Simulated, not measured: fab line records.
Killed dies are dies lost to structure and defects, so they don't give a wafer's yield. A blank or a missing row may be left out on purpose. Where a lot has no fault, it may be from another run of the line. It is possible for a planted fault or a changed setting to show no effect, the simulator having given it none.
Comparing a struck lot with a sound one ; flow nandHarc ; 13 steps out of a route of 1302
Sound: the wafers L309.3, L309.4, L309.6. Wafers L305.3, L305.4, L305.5 were the ones struck. The cause comes at the end.
Order at every step that has rows: each side's tool, ch and its chambers, its first start. Under that, the readings that differ: sound wafers ; struck wafers ; difference of the means ; sigmas: that difference in standard deviations of wafers without a fault.
alike: a reading whose means differ by less than 2 such deviations, as well as words and numbers matching on both sides. not compared: withheld readings; readings where some wafer has no value; bounds like >300 that might hide an equal value; numbers whose values overlap and for which the record gives no deviation.
The two part at a step that has a row with sigmas, a row that says differs or no value, or rows on one side only. Numbers that don't overlap but have no deviation are shown without sigmas and don't part them. A reading missing from all wafers of one side parts the sides only when that side holds two or more wafers.

NHARC_A_CHANNEL_FILL_D1_ETCHBACK_08: etches the open film in C4F8, target depth 220 nm, time 110 s.
  sound on rieDiel-05 ch 0,1,2; struck on rieDiel-12 ch 1,2
reading;sound;struck;difference;sigmas
oesProductAu (a.u.);1.00 1.00 1.00;0.92 0.93 0.93;-0.07;-2
  alike: chamberPressureMTorr, rfVppV
  not compared: rfHoursCounterH
NHARC_A_CHANNEL_FILL_D1_STRIP_29: strips in O2, time 20 s.
  sound on rieDiel-05 ch 0,2,3; struck on rieDiel-12 ch 1,2, day 16 18:54
  alike: chamberPressureMTorr, drypumpMotorCurrentA, oesProductAu, rfVppV, showerheadPlenumPTorr, throttleValvePct
  not compared: rfHoursCounterH
then, 3 steps without rows for these wafers: NHARC_A_CHANNEL_FILL_D1_PRECLEAN_30 (cleans in dHF, time 30 s); NHARC_A_CHANNEL_FILL_D1_SRD_31; NHARC_A_CHANNEL_FILL_D1_CVD_09 (deposits poly-Si, target thk 150 nm, time 3000 s).
NHARC_A_CHANNEL_FILL_D1_CMP_10: polishes, target thk 150 nm.
  sound on cmp-04 ch 0,1,2, day 19 01:07; struck on cmp-04 ch 0,1,2, day 17 00:32
reading;sound;struck;difference;sigmas
timeToEndpointS (s);15.0 15.6 16.6;10.1 11.9 12.9;-4.1;-2
  alike: motorCurrentA
following that, these wafers have no rows for 1 step: NHARC_A_CHANNEL_FILL_D1_SRD_12.
NHARC_A_CHANNEL_FILL_D1_INSPECT_13:
  sound on defectInspect-02 at day 19 01:32; struck on defectInspect-02 at day 17 00:57
reading;sound;struck;difference;sigmas
rawDefectCount;653 447 682;238 305 198;-347;-3
NHARC_A_DECK1_JOINT_ETCHBACK_07: etches the open film in HBr, target depth 105 nm, time 26.9 s.
  sound on rieSi-04 ch 0,1, day 19 01:35; struck on rieSi-04 ch 0,1,3, day 17 01:01
  alike: chamberPressureMTorr, drypumpMotorCurrentA, oesProductAu, throttleValvePct
  not compared: rfHoursCounterH
then, 1 step without rows for these wafers: NHARC_A_DECK1_JOINT_ETCH_25 (etches SiO2 in dHF, target depth 0.5 nm).
NHARC_A_DECK1_JOINT_ETCH_19: etches poly-Si in TMAH, target depth 3 nm.
  sound on wetBench-09 ch 2,6,7, day 19 01:46; struck on wetBench-07 ch 2,4,7, day 17 01:11
  no value came back on the struck wafers for bathHeatDutyPct (%), tempC (C); on the sound wafers bathHeatDutyPct (%) reads 5.7 5.9 5.8
then, 1 step without rows for these wafers: NHARC_A_DECK1_JOINT_ETCH_18 (etches SiO2 in dHF, target depth 3 nm).
-- jump in the record: it breaks off in module A_DECK1_JOINT and resumes in module END (first step shown: number 1302 of the route), and 14 days separate the struck wafers' starts before and after --
NHARC_END_SORT_01:
  at this point the record logs the struck wafers (prober-02 ch 0, day 30 16:44) and has no rows for the sound ones

WHERE THEY PART
At NHARC_A_CHANNEL_FILL_D1_ETCHBACK_08 first; at NHARC_END_SORT_01 last (within this record only).

WHY: the cause the simulator had injected
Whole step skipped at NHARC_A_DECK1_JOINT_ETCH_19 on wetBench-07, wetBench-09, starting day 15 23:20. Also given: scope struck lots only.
